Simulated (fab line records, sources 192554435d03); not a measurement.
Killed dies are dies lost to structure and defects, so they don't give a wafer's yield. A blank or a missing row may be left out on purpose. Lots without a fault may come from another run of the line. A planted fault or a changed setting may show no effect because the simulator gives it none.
Which tool did it? | flow n5_finfet | 12 lots, 36 wafers sampled, at 1 step of a route of 1938

WHAT THE GAUGES READ, wafer by wafer
N5_BEOL_M6_CD_MEAS_35: target cd 40 nm, target cd y 28 nm.
lot  | measured     | on        | cd_nm (nm)
L075 | day 8 21:15  | cd_sem-02 | 39.4 39.9 40.4
L078 | day 9 06:32  | cd_sem-02 | 40.4 39.8 40.9
L079 | day 9 19:21  | cd_sem-01 | 39.9 40.0 40.4
L081 | day 11 02:36 | cd_sem-01 | 39.8 39.8 39.6
L083 | day 11 05:55 | cd_sem-02 | 40.3 40.3 39.6
L085 | day 11 08:20 | cd_sem-02 | 40.2 40.3 40.0
L086 | day 11 13:21 | cd_sem-02 | 40.7 40.0 40.1
L088 | day 12 17:29 | cd_sem-03 | 40.7 40.0 40.7
L091 | day 12 23:14 | cd_sem-02 | 40.2 40.0 39.6
L093 | day 13 10:22 | cd_sem-02 | 40.3 41.2 41.1
L094 | day 14 00:37 | cd_sem-02 | 41.4 41.5 41.0
L096 | day 15 02:07 | cd_sem-03 | 40.1 40.3 39.7

WHICH TOOL RAN EACH LOT (tool, then ch and the chambers of the sampled wafers, then the start)
The record holds no process step before these readings.

THE ANSWER, worked out from the rows above alone
Rule: what is usual is taken from the lots themselves. Put in order of their means at a reading, lots are off if they are a third of the lots or fewer, leave a main group of 4 or more, and stand apart from it by a gap of 3 or more times the standard deviation of the main group's means; of several such gaps the widest counts. A main group whose means are all the same, to the digits that the tables above print for the reading, isn't used. A lot without any number at a reading at which 4 lots or more have one is off too. The other lots that the step has rows for count as sound.
No lot is off at any reading shown: from this, nothing can be told.

WHAT THE SIMULATOR HAD PUT IN
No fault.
